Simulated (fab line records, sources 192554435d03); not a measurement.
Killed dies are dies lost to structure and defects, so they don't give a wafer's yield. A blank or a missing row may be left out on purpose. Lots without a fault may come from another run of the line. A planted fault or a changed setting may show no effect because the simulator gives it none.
Split-lot experiment | flow n5_finfet | 7 lots, 21 wafers read, on a route of 1938 steps

THE SPLIT
At N5_BEOL_M1_ETCH_64 (etches SOC in N2/H2, target depth 75 nm, overetch 15 nm, time 112.5 s), the setting bias_w was moved away from the recipe's 150 W on 4 of the 21 wafers read, by -7.7% to +17.1%. The other wafers ran this setting at the recipe's value.

The reading is taken at the split's own step.

THE READING
rf_vpp_V, in V, at N5_BEOL_M1_ETCH_64 (etches SOC in N2/H2, target depth 75 nm, overetch 15 nm, time 112.5 s). Fault-free wafers of this fab line usually give 524.0 V, standard deviation 2.5 V.

wafer  | tool, chamber at the split | bias_w as run, W | against the recipe | rf_vpp_V, V | against lot-mates on the recipe
L074.1 | rie_diel-01, 1             | 150              | recipe             | 520.1       | -
L074.2 | rie_diel-01, 3             | 150              | recipe             | 520.9       | -
L074.5 | rie_diel-01, 3             | 150              | recipe             | 520.0       | -
L078.1 | rie_diel-03, 0             | 150              | recipe             | 528.8       | -
L078.3 | rie_diel-03, 3             | 150              | recipe             | 525.4       | -
L078.6 | rie_diel-03, 1             | 150              | recipe             | 524.5       | -
L080.1 | rie_diel-04, 1             | 150              | recipe             | 520.3       | -
L080.4 | rie_diel-04, 1             | 150              | recipe             | 522.7       | -
L080.5 | rie_diel-04, 3             | 172.6            | +15.1%             | 572.9       | +51.4
L083.3 | rie_diel-01, 2             | 138.4            | -7.7%              | 500.4       | -25.5
L083.5 | rie_diel-01, 2             | 150              | recipe             | 525.9       | -
L083.6 | rie_diel-01, 3             | 138.4            | -7.7%              | 495.3       | -30.6
L085.1 | rie_diel-04, 2             | 150              | recipe             | 520.0       | -
L085.5 | rie_diel-04, 2             | 150              | recipe             | 519.2       | -
L085.6 | rie_diel-04, 3             | 150              | recipe             | 524.4       | -
L088.2 | rie_diel-03, 1             | 175.7            | +17.1%             | 578.8       | +54.0
L088.5 | rie_diel-03, 3             | 150              | recipe             | 522.0       | -
L088.6 | rie_diel-03, 0             | 150              | recipe             | 527.5       | -
L097.1 | rie_diel-04, 3             | 150              | recipe             | 523.7       | -
L097.2 | rie_diel-04, 2             | 150              | recipe             | 518.8       | -
L097.6 | rie_diel-04, 2             | 150              | recipe             | 521.6       | -

THE FIT
A straight line over all 21 wafers: rf_vpp_V changes by +3.28 V for each +1% of bias_w; r = +0.99; the points scatter about the line by 2.9 V.
The same after taking each lot's own level away (the mean of its wafers on the recipe; 21 wafers): +3.34 V for each +1%; r = +0.99; scatter 2.2 V.
On that fit, the largest move of bias_w shifts the reading by 57 V.
The lots' own levels span 520.33 to 526.23 V, that is 2.4 times the standard deviation above.
So the lot-to-lot level changes the slope little: the two slopes agree.
Check: with one of the wafers moved furthest among these (+17.1%) left out of the fit, the line predicts +59.6 V for it against its lot-mates. It came out at +54 V against them.
Tool readings at the split's step, against how far the setting was moved: rf_vpp_V r = +0.99.

OTHER SPLITS ON THESE WAFERS
These wafers also went through other splits before the reading. Each is held against what the fit with the lots' levels taken away leaves over:
other split on the same wafers                  | wafers away from the commonest value | r with rf_vpp_V (lot level and that fit taken away)
N5_MOL_CONTACT_COAG_COAT_58 spin_rpm            | 10                                   | +0.34
N5_MOL_CONTACT_COAG_ETCH_105 bias_w             | 10                                   | +0.43
N5_MOL_CONTACT_COAG_COAT_64 spin_rpm            | 6                                    | +0.25
N5_MOL_CONTACT_COAG_EXPOSE_37 dose_mj           | 4                                    | -0.34
N5_MOL_CONTACT_COAG_ETCHBACK_136 target_depth_a | 5                                    | -0.53
N5_MOL_CONTACT_COAG_CVD_140 target_thk_a        | 7                                    | -0.37
N5_BEOL_M0_ETCH_128 source_w                    | 9                                    | +0.05
N5_BEOL_M1_EXPOSE_08 dose_mj                    | 5                                    | +0.05

THE FILE'S OWN FIT
rf_vpp_V changes by +3.3 V for each +1% of bias_w, r = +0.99.
